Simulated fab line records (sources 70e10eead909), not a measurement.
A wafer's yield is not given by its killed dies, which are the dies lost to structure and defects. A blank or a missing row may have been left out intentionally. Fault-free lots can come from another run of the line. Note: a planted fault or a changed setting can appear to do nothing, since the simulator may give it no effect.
What tool caused it? + flow nand-harc + 12 lots with 33 wafers sampled at 5 steps, on a route of 1302 steps

WHAT EACH GAUGE READ, for each wafer
NHARC_END_SORT_01.
| lot  | measured     | on        | killed-at-array | killed-at-other | killed-at-periphery | killed-dies | killed-open | killed-short |
|------|--------------|-----------|-----------------|-----------------|---------------------|-------------|-------------|--------------|
| L327 | day 29 22:58 | prober-02 | 62 651          | 0 1             | 4 7                 | 66 659      | 7 9         | 1 2          |
| L329 | day 31 03:37 | prober-02 | 54 634          | 6 3             | 1 6                 | 61 643      | 3 3         | 2 0          |
| L331 | day 31 14:22 | prober-02 | 55 658          | 0 1             | 3 6                 | 58 665      | 3 4         | 3 2          |

TOOL THAT RAN EACH LOT (tool first, then ch and the chambers of the sampled wafers, then the start)
| lot  | NHARC_A_STAIRCASE_ETCH_15                     | NHARC_A_STAIRCASE_TRIM_22          | NHARC_A_STAIRCASE_ETCH_25                   | NHARC_A_STAIRCASE_TRIM_26                   |
|------|-----------------------------------------------|------------------------------------|---------------------------------------------|---------------------------------------------|
| L315 | rie-diel-04 ch 0,2, day 16 08:41 or earlier   | rie-diel-09 ch 1,2, day 16 08:41   | rie-diel-09 ch 0,1,3, no start              | rie-diel-09 ch 0,1, no start                |
| L316 | rie-diel-04 ch 0,1, day 16 21:44 or earlier   | rie-diel-04 ch 0,3, day 16 21:44   | rie-diel-04 ch 0,1,2, no start              | rie-diel-04 ch 0,1,3, no start              |
| L317 | rie-diel-09 ch 0,2, day 17 14:01 or earlier   | rie-diel-01 ch 0,2, day 17 14:01   | rie-diel-01 ch 0,2,3, no start              | rie-diel-01 ch 0,2, no start                |
| L321 | rie-diel-04 ch 1,2,3, day 18 14:35 or earlier | rie-diel-09 ch 0,1, day 18 14:35   | rie-diel-09 ch 1,3, no start                | rie-diel-09 ch 1,2,3, no start              |
| L322 | rie-diel-09 ch 1,2,3, day 19 05:38 or earlier | rie-diel-01 ch 1,2,3, day 19 05:38 | rie-diel-01 ch 0,1,2, no start              | rie-diel-01 ch 0,2,3, no start              |
| L327 | rie-diel-01 ch 0,3, day 21 19:09 or earlier   | rie-diel-01 ch 1,3, day 21 19:09   | rie-diel-01 ch 0,3, day 29 22:58 or earlier | rie-diel-01 ch 0,1, day 29 22:58 or earlier |
| L329 | rie-diel-01 ch 1,2, day 22 03:10 or earlier   | rie-diel-01 ch 1,3, day 22 03:10   | rie-diel-01 ch 1, day 31 03:37 or earlier   | rie-diel-01 ch 2,3, day 31 03:37 or earlier |
| L331 | rie-diel-01 ch 2,3, day 22 23:34 or earlier   | rie-diel-01 ch 0,2, day 22 23:34   | rie-diel-01 ch 2,3, day 31 14:22 or earlier | rie-diel-01 ch 0,1, day 31 14:22 or earlier |
| L333 | rie-diel-09 ch 0,1,2, day 24 01:59 or earlier | rie-diel-09 ch 0,1,2, day 24 01:59 | rie-diel-09 ch 0,1,2, no start              | rie-diel-09 ch 0,2,3, no start              |
| L335 | rie-diel-09 ch 1,2,3, day 24 12:17 or earlier | rie-diel-09 ch 0,1,2, day 24 12:17 | rie-diel-09 ch 0,2, no start                | rie-diel-09 ch 1,3, no start                |
| L336 | rie-diel-04 ch 2,3, day 24 13:07 or earlier   | rie-diel-09 ch 0,1,3, day 24 13:07 | rie-diel-09 ch 1,2,3, no start              | rie-diel-09 ch 1,2,3, no start              |
| L337 | rie-diel-04 ch 0,1,3, day 25 09:49 or earlier | rie-diel-04 ch 1,2,3, day 25 09:49 | rie-diel-04 ch 0,2,3, no start              | rie-diel-04 ch 0,1,2, no start              |
- NHARC_A_STAIRCASE_ETCH_15: etches the open film in C4F8/O2, target depth 100 nm, time 40.5 s.
- NHARC_A_STAIRCASE_TRIM_22: chemistry O2, time 211.2 s.
- NHARC_A_STAIRCASE_ETCH_25: etches the open film in C4F8/O2, target depth 100 nm, time 40.5 s.
- NHARC_A_STAIRCASE_TRIM_26: chemistry O2, time 211.2 s.

AS READ BY THE TOOLS THEMSELVES (means over the sampled wafers that have a number; for cases with no such wafer, the mark the record gives instead)
NHARC_A_STAIRCASE_ETCH_15.
| lot  | tool        | bias-w (W) | oes-product-au (a.u.) | rf-fwd-power-W (W) | rf-vpp-V (V) |
|------|-------------|------------|-----------------------|--------------------|--------------|
| L315 | rie-diel-04 | 1000       | 0.938                 | 595.7              | 893          |
| L316 | rie-diel-04 | 999        | 0.947                 | 590.4              | 892          |
| L317 | rie-diel-09 | 1001       | 0.944                 | 593.2              | 888          |
| L321 | rie-diel-04 | 1001       | 0.950                 | 591.2              | 890          |
| L322 | rie-diel-09 | 999        | 0.941                 | 594.3              | 898          |
| L327 | rie-diel-01 | 1000       | 0.944                 | 595.3              | 899          |
| L329 | rie-diel-01 | 996        | 0.941                 | 593.9              | 894          |
| L331 | rie-diel-01 | 1002       | 0.944                 | 595.3              | 902          |
| L333 | rie-diel-09 | 1000       | 0.941                 | 593.7              | 897          |
| L335 | rie-diel-09 | 998        | 0.945                 | 594.7              | 897          |
| L336 | rie-diel-04 | 1002       | 0.935                 | 594.3              | 889          |
| L337 | rie-diel-04 | 1001       | 0.936                 | 593.0              | 900          |

NHARC_A_STAIRCASE_TRIM_22.
| lot  | tool        | drypump-motor-current-A (A) | oes-product-au (a.u.) | rf-vpp-V (V) | run-length-s (s) | showerhead-plenum-p-Torr (Torr) | throttle-valve-pct (%) |
|------|-------------|-----------------------------|-----------------------|--------------|------------------|---------------------------------|------------------------|
| L315 | rie-diel-09 | 6.0                         | 0.989                 | 57.4         | 232.0            | 3.44                            | 17.025                 |
| L316 | rie-diel-04 | 5.6                         | 0.999                 | 58.4         | 232.3            | 3.65                            | 17.028                 |
| L317 | rie-diel-01 | 5.7                         | 1.005                 | 57.8         | 232.5            | 3.56                            | 17.038                 |
| L321 | rie-diel-09 | 5.9                         | 0.997                 | 57.1         | 232.7            | 3.53                            | 17.034                 |
| L322 | rie-diel-01 | 6.1                         | 0.991                 | 57.2         | 232.6            | 3.60                            | 17.025                 |
| L327 | rie-diel-01 | 6.3                         | 0.989                 | 58.0         | 265.7            | 3.58                            | 17.035                 |
| L329 | rie-diel-01 | 6.3                         | 0.998                 | 58.5         | 265.6            | 3.58                            | 17.048                 |
| L331 | rie-diel-01 | 5.7                         | 1.002                 | 58.3         | 265.4            | 3.50                            | 17.034                 |
| L333 | rie-diel-09 | 5.9                         | 0.993                 | 57.4         | 232.2            | 3.58                            | 17.047                 |
| L335 | rie-diel-09 | 5.9                         | 0.999                 | 58.0         | 232.4            | 3.58                            | 17.038                 |
| L336 | rie-diel-09 | 5.8                         | 1.005                 | 57.9         | 232.7            | 3.74                            | 17.043                 |
| L337 | rie-diel-04 | 5.3                         | 0.999                 | 58.4         | 232.1            | 3.50                            | 17.036                 |

NHARC_A_STAIRCASE_ETCH_25.
| lot  | tool        | bias-w (W) | oes-product-au (a.u.) | rf-fwd-power-W (W) | rf-vpp-V (V) |
|------|-------------|------------|-----------------------|--------------------|--------------|
| L315 | rie-diel-09 | 999        | 0.949                 | 593.4              | 897          |
| L316 | rie-diel-04 | 998        | 0.945                 | 596.1              | 893          |
| L317 | rie-diel-01 | 1001       | 0.949                 | 595.5              | 899          |
| L321 | rie-diel-09 | 1003       | 0.951                 | 593.9              | 903          |
| L322 | rie-diel-01 | 1001       | 0.952                 | 593.1              | 894          |
| L327 | rie-diel-01 | 1000       | 0.943                 | 594.9              | 898          |
| L329 | rie-diel-01 | 1002       | 0.943                 | 593.9              | 890          |
| L331 | rie-diel-01 | 1000       | 0.939                 | 595.5              | 902          |
| L333 | rie-diel-09 | 1004       | 0.960                 | 595.1              | 897          |
| L335 | rie-diel-09 | 1001       | 0.938                 | 596.2              | 894          |
| L336 | rie-diel-09 | 1001       | 0.940                 | 593.3              | 897          |
| L337 | rie-diel-04 | 1000       | 0.940                 | 594.6              | 894          |

NHARC_A_STAIRCASE_TRIM_26.
| lot  | tool        | drypump-motor-current-A (A) | oes-product-au (a.u.) | rf-vpp-V (V) | run-length-s (s) | showerhead-plenum-p-Torr (Torr) | throttle-valve-pct (%) |
|------|-------------|-----------------------------|-----------------------|--------------|------------------|---------------------------------|------------------------|
| L315 | rie-diel-09 | 5.8                         | 0.996                 | 57.7         | 232.4            | 3.41                            | 17.039                 |
| L316 | rie-diel-04 | 5.4                         | 0.999                 | 58.3         | 232.5            | 3.50                            | 17.034                 |
| L317 | rie-diel-01 | 5.6                         | 1.001                 | 57.7         | 232.2            | 3.49                            | 17.035                 |
| L321 | rie-diel-09 | 5.8                         | 0.997                 | 58.9         | 232.3            | 3.59                            | 17.029                 |
| L322 | rie-diel-01 | 6.0                         | 0.996                 | 57.6         | 232.1            | 3.61                            | 17.038                 |
| L327 | rie-diel-01 | 5.7                         | 0.993                 | 58.1         | 232.2            | 3.40                            | 17.029                 |
| L329 | rie-diel-01 | 6.3                         | 1.000                 | 59.0         | 232.5            | 3.70                            | 17.045                 |
| L331 | rie-diel-01 | 5.6                         | 0.998                 | 57.2         | 231.9            | 3.39                            | 17.026                 |
| L333 | rie-diel-09 | 5.8                         | 0.997                 | 57.2         | 231.9            | 3.62                            | 17.042                 |
| L335 | rie-diel-09 | 5.7                         | 1.004                 | 57.2         | 232.5            | 3.73                            | 17.037                 |
| L336 | rie-diel-09 | 5.8                         | 0.986                 | 58.4         | 232.1            | 3.57                            | 17.044                 |
| L337 | rie-diel-04 | 5.4                         | 1.001                 | 58.0         | 232.4            | 3.60                            | 17.037                 |

THE ANSWER, worked out from the rows above alone
Rule: the lots themselves supply what counts as usual. The widest of any qualifying gaps counts: lots, ordered by their means at a reading, are off when they make up no more than a third of the lots, leave a main group of 4 or more, and stand apart from it by 3 or more times the standard deviation of that group's means. Not used: any main group whose means are identical at the precision the tables above print for the reading. A lot without any number at a reading at which 4 lots or more have one is off too. The other lots that the step has rows for count as sound. First the gauges in route order, then the tools' own readings, where a lot's mean is used as printed above. At the first step where some lot is off, the reading lying furthest off is the one used; lots without a number count as furthest.
Off: L327, L329, L331 (NHARC_A_STAIRCASE_TRIM_22, run-length-s). The main group has a mean of 232.4 s with a standard deviation of 0.24.
A tool fits if, at that step or a process step before it, it ran every lot that is off, and no sound lot after the first of them. NHARC_A_STAIRCASE_ETCH_15 gives no start for some lots, so the hours and the order of its lots are those of NHARC_A_STAIRCASE_TRIM_22. One fits: rie-diel-01 at NHARC_A_STAIRCASE_ETCH_15 and NHARC_A_STAIRCASE_TRIM_22. It ran no sound lot before its first lot that is off in this sample, so the start can't be narrowed down.

WHAT WAS PUT IN BY THE SIMULATOR
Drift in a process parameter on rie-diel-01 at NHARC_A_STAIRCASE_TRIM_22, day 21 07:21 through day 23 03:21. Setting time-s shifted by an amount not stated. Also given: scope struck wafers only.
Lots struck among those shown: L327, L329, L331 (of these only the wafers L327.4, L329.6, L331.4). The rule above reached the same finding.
